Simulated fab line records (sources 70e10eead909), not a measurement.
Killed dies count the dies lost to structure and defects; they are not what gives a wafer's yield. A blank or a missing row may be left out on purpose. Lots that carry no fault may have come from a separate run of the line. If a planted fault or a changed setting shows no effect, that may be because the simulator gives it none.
Chamber matching | flow nandHarc | rieDiel-13 running NHARC_A_STAIRCASE_ETCH_188: 4 sister chambers
The step etches the open film in C4F8/O2, target depth 100 nm, time 40.5 s. 14 wafers are shown with their chamber, then 7 later ones without.

## EACH WAFER AND ITS CHAMBER
wafer  | chamber | rfVppV (V) | oesProductAu (a.u.)
L721.2 | 0       | 904        | 0.944
L721.3 | 2       | 897        | 0.938
L721.4 | 1       | 897        | 0.940
L723.1 | 3       | 895        | 0.937
L723.4 | 2       | 897        | 0.951
L723.5 | 3       | 893        | 0.938
L728.2 | 3       | 892        | 0.939
L728.5 | 1       | 900        | 0.963
L728.6 | 2       | 896        | 0.965
L730.1 | 3       | 892        | 0.966
L730.2 | 2       | 898        | 0.975
L730.4 | 1       | 897        | 0.952
L733.1 | 1       | 898        | 0.941
L733.4 | 2       | 898        | 0.953

SIGNATURES (averages over the wafers above)
reading      | chamber 0 | chamber 1 | chamber 2 | chamber 3 | scatter within a chamber
rfVppV       | 904.00    | 898.00    | 897.20    | 893.00    | 1.22
oesProductAu | 0.94400   | 0.94900   | 0.95640   | 0.94500   | 0.0132
Rule: distance of a wafer from a chamber = root of the sum over the readings of ((wafer's reading minus chamber's mean) / reading's scatter) squared. The wafer belongs to the nearest chamber; if the next one is less than 2 further off, it can't be placed. How the scatter is found: for the shown wafers, subtract from each reading the mean of its chamber, square and add these, divide the total by (wafers less chambers), then take the root.

## WAFERS WITH NO CHAMBER GIVEN
wafer  | rfVppV (V) | oesProductAu (a.u.)
L733.6 | 894        | 0.955
L732.1 | 897        | 0.932
L732.3 | 893        | 0.930
L732.6 | 906        | 0.952
L734.1 | 899        | 0.934
L734.4 | 904        | 0.947
L738.3 | 898        | 0.941

## WHICH CHAMBER EACH WENT THROUGH
wafer  | from the rows above          | in truth
L733.6 | can't be placed: 3 or 2      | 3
L732.1 | can't be placed: 1 or 2 or 3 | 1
L732.3 | 3                            | 3
L732.6 | 0                            | 0
L734.1 | can't be placed: 1 or 2      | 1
L734.4 | 0                            | 0
L738.3 | can't be placed: 1 or 2      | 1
Placed correctly: 3 of 7. Not placeable from these rows: 4 (in 4, the candidates include the true chamber). Placed wrongly: 0.
